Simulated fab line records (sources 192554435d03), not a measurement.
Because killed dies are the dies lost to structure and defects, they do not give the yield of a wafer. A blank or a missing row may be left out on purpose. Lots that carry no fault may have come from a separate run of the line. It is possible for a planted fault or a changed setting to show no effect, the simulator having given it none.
Matching of chambers	flow n5_finfet	N5_BEOL_M12_CMP_49 on cmp-02 has 4 sister chambers
The step polishes, stops on SiOC, t overpolish 20.6 s, target thk 320 nm. 8 wafers are shown with their chamber, then 12 later ones without.

WAFERS PAIRED WITH THEIR CHAMBERS
wafer	chamber	motor_current_A (A)	barrier_field_endpoint_s (s)
L084.1	2	6.2	31.5
L084.3	0	6.6	31.1
L087.2	2	6.3	30.5
L087.3	3	7.7	31.0
L087.6	1	6.4	30.7
L088.1	0	6.9	29.2
L088.3	3	7.6	30.6
L088.4	1	6.2	30.6

WAFERS WITHOUT THEIR CHAMBER
wafer	motor_current_A (A)	barrier_field_endpoint_s (s)
L090.2	6.2	31.7
L090.5	7.3	30.1
L090.6	5.9	30.8
L094.1	6.9	30.8
L094.2	7.7	30.5
L094.6	7.8	30.0
L097.1	6.2	29.8
L097.2	7.5	29.9
L097.5	7.2	29.3
L095.1	7.7	30.3
L095.2	7.1	30.5
L095.4	6.5	30.5

CHAMBER TAKEN BY EACH
wafer	from the rows above	in truth
L090.2	can't be placed: 2 or 1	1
L090.5	can't be placed: 3 or 0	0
L090.6	can't be placed: 2 or 1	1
L094.1	0	0
L094.2	3	3
L094.6	3	3
L097.1	can't be placed: 1 or 2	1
L097.2	3	3
L097.5	can't be placed: 0 or 3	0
L095.1	3	3
L095.2	can't be placed: 0 or 3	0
L095.4	can't be placed: 1 or 0 or 2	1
Placed correctly: 5 of 12. From these rows, 7 cannot be placed; in 7 the true chamber is one of the candidates. Wrongly placed: 0.
How it was worked out, from the rows above alone: a wafer's distance from a chamber is the root of the sum, over the readings, of the square of ((its reading less the chamber's mean) divided by the reading's scatter). If the next closest chamber is less than 2 further off than the closest, the wafer can't be placed; otherwise it belongs to the closest. The mean given for a chamber averages the wafers shown for that chamber. How the scatter is found: for the shown wafers, subtract from each reading the mean of its chamber, square and add these, divide the total by (wafers less chambers), then take the root.
